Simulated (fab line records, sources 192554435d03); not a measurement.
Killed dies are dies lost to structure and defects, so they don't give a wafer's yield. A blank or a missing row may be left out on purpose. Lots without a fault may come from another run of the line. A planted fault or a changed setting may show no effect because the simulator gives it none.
Which tool did it? | flow n5_finfet | 8 lots, 24 wafers sampled, at 8 steps of a route of 1938

WHAT THE GAUGES READ, wafer by wafer
N5_FIN_SAQP_CD_MEAS_37: target cd 8 nm. Usual: cd_nm 8.14 nm, standard deviation 0.24.
lot  | measured    | on        | cd_nm (nm)     | flag
L962 | day 3 13:37 | cd_sem-02 | 7.70 8.54 8.41 |
L967 | day 4 20:13 | cd_sem-03 | 8.00 8.20 7.84 |
L969 | day 5 09:12 | cd_sem-03 | 8.18 8.26 8.19 |
L970 | day 5 14:11 | cd_sem-03 | 8.03 8.39 8.15 |
L971 | day 5 20:46 | cd_sem-02 | 8.31 8.40 8.04 |
L977 | day 7 08:44 | cd_sem-02 | 7.60 8.34 7.98 |
L978 | day 7 15:31 | cd_sem-03 | 8.35 7.57 8.32 |
L979 | day 7 20:23 | cd_sem-01 | 8.10 8.52 8.43 |

N5_FIN_SAQP_INSPECT_40: inspects for defects (brightfield). Usual: raw_defect_count 206, standard deviation 54.
lot  | measured    | on                | raw_defect_count | flag
L962 | day 3 13:45 | defect_inspect-02 | 224 246 200      |
L967 | day 4 20:21 | defect_inspect-02 | 243 276 203      |
L969 | day 5 09:20 | defect_inspect-01 | 433 430 461      | OFF
L970 | day 5 14:20 | defect_inspect-01 | 504 495 557      | OFF
L971 | day 5 20:54 | defect_inspect-01 | 541 570 547      | OFF
L977 | day 7 08:52 | defect_inspect-01 | 151 149 180      |
L978 | day 7 15:39 | defect_inspect-02 | 160 152 183      |
L979 | day 7 20:31 | defect_inspect-01 | 287 273 188      |

N5_FIN_CUT_INSPECT_10: inspects for defects (brightfield). Usual: raw_defect_count 37, standard deviation 10.
lot  | measured    | on                | raw_defect_count | flag
L962 | day 3 14:16 | defect_inspect-01 | 32 46 40         |
L967 | day 4 20:52 | defect_inspect-02 | 41 50 37         |
L969 | day 5 09:44 | defect_inspect-01 | 326 338 342      | OFF
L970 | day 5 14:50 | defect_inspect-02 | 360 351 344      | OFF
L971 | day 5 21:25 | defect_inspect-02 | 384 369 374      | OFF
L977 | day 7 09:22 | defect_inspect-02 | 27 29 35         |
L978 | day 7 16:02 | defect_inspect-01 | 41 21 27         |
L979 | day 7 21:02 | defect_inspect-01 | 49 44 45         |

N5_FIN_CUT_INSPECT_17: inspects for defects (brightfield). Usual: raw_defect_count 211, standard deviation 56.
lot  | measured    | on                | raw_defect_count | flag
L962 | day 3 15:14 | defect_inspect-02 | 223 256 201      |
L967 | day 4 21:49 | defect_inspect-02 | 250 284 198      |
L969 | day 5 10:41 | defect_inspect-02 | 443 422 467      | OFF
L970 | day 5 15:47 | defect_inspect-02 | 545 515 579      | OFF
L971 | day 5 22:26 | defect_inspect-02 | 579 598 548      | OFF
L977 | day 7 10:35 | defect_inspect-02 | 139 158 183      |
L978 | day 7 18:25 | defect_inspect-01 | 160 150 185      |
L979 | day 7 21:58 | defect_inspect-01 | 308 298 206      |

N5_BEOL_M4_RC_MEAS_101. Usual: DIBL_N 36.5 mV/V, standard deviation 1.4; DIBL_P 36.9 mV/V, standard deviation 1.7; IOFF_N 0.163 nA/um, standard deviation 0.023; IOFF_P 0.22 nA/um, standard deviation 0.032; ION_N 673 uA/um, standard deviation 9; ION_P 462 uA/um, standard deviation 7.5; SS_N 71.6 mV/dec, standard deviation 0.54; SS_P 73.4 mV/dec, standard deviation 0.62; VT_N 249.8 mV, standard deviation 2.8; VT_P -250 mV, standard deviation 3.5.
lot  | measured     | on        | DIBL_N (mV/V)  | DIBL_P (mV/V)  | IOFF_N (nA/um)    | IOFF_P (nA/um) | ION_N (uA/um) | ION_P (uA/um) | SS_N (mV/dec)  | SS_P (mV/dec)  | VT_N (mV)         | VT_P (mV)      | flag
L962 | day 9 05:38  | prober-01 | 35.7 37.9 37.6 | 35.3 38.6 37.6 | 0.135 0.182 0.172 | 0.19 0.24 0.22 | 663 680 689   | 459 464 470   | 71.3 71.5 71.0 | 73.8 74.6 74.1 | 253.6 247.2 249.3 | -253 -248 -251 |
L967 | day 11 06:55 | prober-02 | 37.1 36.3 36.3 | 38.5 37.9 36.7 | 0.184 0.174 0.162 | 0.22 0.21 0.20 | 680 664 667   | 458 456 450   | 71.3 72.3 72.1 | 74.1 73.2 73.7 | 245.7 247.0 249.6 | -253 -251 -253 |
L969 | day 11 10:47 | prober-02 | 37.1 38.6 38.2 | 35.0 37.5 36.8 | 0.147 0.184 0.174 | 0.18 0.22 0.20 | 663 675 683   | 447 455 454   | 71.5 71.8 71.9 | 73.0 74.8 73.5 | 250.5 249.4 248.8 | -255 -252 -253 |
L970 | day 11 18:47 | prober-02 | 36.8 38.4 37.9 | 37.7 39.3 38.4 | 0.165 0.190 0.181 | 0.23 0.27 0.25 | 676 678 676   | 463 470 468   | 71.1 71.7 71.4 | 74.2 73.5 73.5 | 250.1 249.8 249.2 | -249 -246 -249 |
L971 | day 11 10:32 | prober-01 | 37.3 38.3 36.1 | 38.5 39.0 36.6 | 0.196 0.204 0.161 | 0.24 0.25 0.22 | 682 694 687   | 462 464 469   | 71.8 71.9 70.9 | 74.2 74.2 74.0 | 245.1 244.8 248.7 | -249 -248 -249 |
L977 | day 13 19:39 | prober-01 | 32.4 33.6 33.5 | 32.4 34.1 33.6 | 0.116 0.125 0.126 | 0.17 0.18 0.17 | 662 672 670   | 457 472 458   | 70.1 70.4 70.2 | 72.2 72.7 72.0 | 252.3 252.2 247.5 | -253 -251 -254 |
L978 | day 13 21:52 | prober-02 | 37.4 35.0 37.4 | 36.8 33.4 36.2 | 0.154 0.117 0.156 | 0.21 0.16 0.20 | 669 668 664   | 464 456 455   | 71.8 71.4 71.9 | 73.0 72.8 73.4 | 251.2 254.7 252.8 | -249 -253 -249 |
L979 | day 13 15:49 | prober-02 | 37.3 38.3 37.7 | 36.0 37.0 35.6 | 0.184 0.213 0.183 | 0.25 0.29 0.25 | 675 673 673   | 464 460 462   | 71.8 71.7 72.7 | 73.7 74.9 74.1 | 246.7 245.4 249.9 | -246 -246 -247 |

WHICH TOOL RAN EACH LOT (tool, then ch and the chambers of the sampled wafers, then the start)
lot  | N5_FIN_SAQP_SPACER1_ALD_24       | N5_FIN_SAQP_RECESS_71             | N5_FIN_SAQP_MANDREL2_REMOVE_60
L962 | ald_sin-02 ch 0,2,3, day 3 10:42 | vapor_etch-02 ch 0,1, day 3 12:29 | rie_si-02 ch 0,2,3, day 3 13:03
L967 | ald_sin-02 ch 0,1,3, day 4 17:17 | vapor_etch-02 ch 0,1, day 4 19:06 | rie_si-02 ch 1,2,3, day 4 19:39
L969 | ald_sin-02 ch 0,1,3, day 5 06:02 | vapor_etch-01 ch 1, day 5 08:02   | rie_si-02 ch 0,2, day 5 08:38
L970 | ald_sin-02 ch 0,2,3, day 5 11:12 | vapor_etch-01 ch 0,1, day 5 13:05 | rie_si-06 ch 1,2,3, day 5 13:38
L971 | ald_sin-02 ch 0,2,3, day 5 16:33 | vapor_etch-02 ch 0,1, day 5 18:22 | rie_si-06 ch 0,1,2, day 5 20:13
L977 | ald_sin-03 ch 1,2,3, day 7 05:47 | vapor_etch-02 ch 0, day 7 07:35   | rie_si-06 ch 2,3, day 7 08:09
L978 | ald_sin-03 ch 1,2, day 7 12:01   | vapor_etch-01 ch 0,1, day 7 13:52 | rie_si-05 ch 0,2,3, day 7 14:57
L979 | ald_sin-03 ch 1,2,3, day 7 16:46 | vapor_etch-01 ch 0,1, day 7 19:01 | rie_si-05 ch 1,2, day 7 19:43
- N5_FIN_SAQP_SPACER1_ALD_24: deposits SiO2, target thk 20.3 nm, pulse time 1 s, purge time 2 s.
- N5_FIN_SAQP_RECESS_71: chemistry HF/NH3, target SiO2, target depth 3 nm, afs cycles 1, sublimation time 60 s.
- N5_FIN_SAQP_MANDREL2_REMOVE_60: chemistry HBr/Cl2/O2, target a-Si, stops on SiNx, bt time 10 s.

WHAT THE TOOLS THEMSELVES READ (means of the sampled wafers that have a number; where no wafer has one, the mark that the record gives instead)
N5_FIN_SAQP_SPACER1_ALD_24. Usual: heater_power_w 485 W, standard deviation 48; precursor_pulse_height_rel 1.003, standard deviation 0.021.
lot  | tool       | heater_power_w (W) | precursor_pulse_height_rel | flag
L962 | ald_sin-02 | 501                | 0.975                      |
L967 | ald_sin-02 | 482                | 0.989                      |
L969 | ald_sin-02 | 490                | 1.011                      |
L970 | ald_sin-02 | 503                | 0.994                      |
L971 | ald_sin-02 | 493                | 0.998                      |
L977 | ald_sin-03 | 515                | 0.990                      |
L978 | ald_sin-03 | 502                | 1.001                      |
L979 | ald_sin-03 | 522                | 1.006                      |

N5_FIN_SAQP_RECESS_71. Usual: drypump_motor_current_A 5.4 A, standard deviation 0.39; foreline_p_Torr 0.1280 Torr, standard deviation 0.0005.
lot  | tool          | drypump_motor_current_A (A) | foreline_p_Torr (Torr) | flag
L962 | vapor_etch-02 | 5.7                         | 0.1281                 |
L967 | vapor_etch-02 | 5.6                         | 0.1285                 |
L969 | vapor_etch-01 | 4.7                         | 0.1280                 |
L970 | vapor_etch-01 | 5.0                         | 0.1280                 |
L971 | vapor_etch-02 | 5.7                         | 0.1276                 |
L977 | vapor_etch-02 | 5.8                         | 0.1280                 |
L978 | vapor_etch-01 | 5.0                         | 0.1280                 |
L979 | vapor_etch-01 | 5.2                         | 0.1280                 |

N5_FIN_SAQP_MANDREL2_REMOVE_60. Usual: drypump_motor_current_A 5.8 A, standard deviation 0.42; mfc_cl2_sccm 80.03 sccm, standard deviation 0.25; oes_o_777_au 1.014 a.u., standard deviation 0.028; oes_product_au 0.998 a.u., standard deviation 0.014; throttle_valve_pct 36.50 %, standard deviation 0.24.
lot  | tool      | drypump_motor_current_A (A) | mfc_cl2_sccm (sccm) | oes_o_777_au (a.u.) | oes_product_au (a.u.) | throttle_valve_pct (%) | flag
L962 | rie_si-02 | 6.0                         | 79.84               | 1.017               | 0.988                 | 36.45                  |
L967 | rie_si-02 | 5.9                         | 79.87               | 1.002               | 0.991                 | 36.34                  |
L969 | rie_si-02 | 6.0                         | 79.97               | 1.040               | 1.003                 | 36.44                  |
L970 | rie_si-06 | 5.6                         | 79.93               | 1.010               | 0.999                 | 36.55                  |
L971 | rie_si-06 | 5.7                         | 79.96               | 1.027               | 1.009                 | 36.58                  |
L977 | rie_si-06 | 6.1                         | 79.81               | 1.013               | 0.993                 | 36.70                  |
L978 | rie_si-05 | 5.8                         | 80.10               | 1.007               | 1.000                 | 36.73                  |
L979 | rie_si-05 | 5.5                         | 80.36               | 1.012               | 1.003                 | 36.53                  |

THE ANSWER, worked out from the rows above alone
Rule: a lot is off if the mean of its wafers that have a number lies more than 3 standard deviations from the usual mean. A lot without any number at a reading at which 4 lots or more have one is off too. The other lots that the step has rows for count as sound. The gauges are gone through in route order, then the tools' own readings, and for those a lot's mean is taken as printed above. The first step at which some lot is off is used, and at that step the reading that is off furthest; a lot without a number counts as furthest.
Off: L969, L970, L971, at N5_FIN_SAQP_INSPECT_40 (raw_defect_count).
A tool fits if, at a process step before that reading, it ran every lot that is off, and no sound lot after the first of them. The gauges at N5_FIN_SAQP_INSPECT_40 aren't tried: what is off there is off at N5_FIN_CUT_INSPECT_17 too, on other tools, and a gauge's error can't cause that. One fits: ald_sin-02 at N5_FIN_SAQP_SPACER1_ALD_24. Its last sound lot is L967 (day 4 17:17), its first lot that is off L969 (day 5 06:02): a fault that began between those two fits.

WHAT THE SIMULATOR HAD PUT IN
Chamber particle source: ald_sin-02, from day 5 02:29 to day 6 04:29, at N5_FIN_SAQP_SPACER1_ALD_24. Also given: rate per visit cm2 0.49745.
Lots struck among those shown: L969, L970, L971. The rule above found the same.
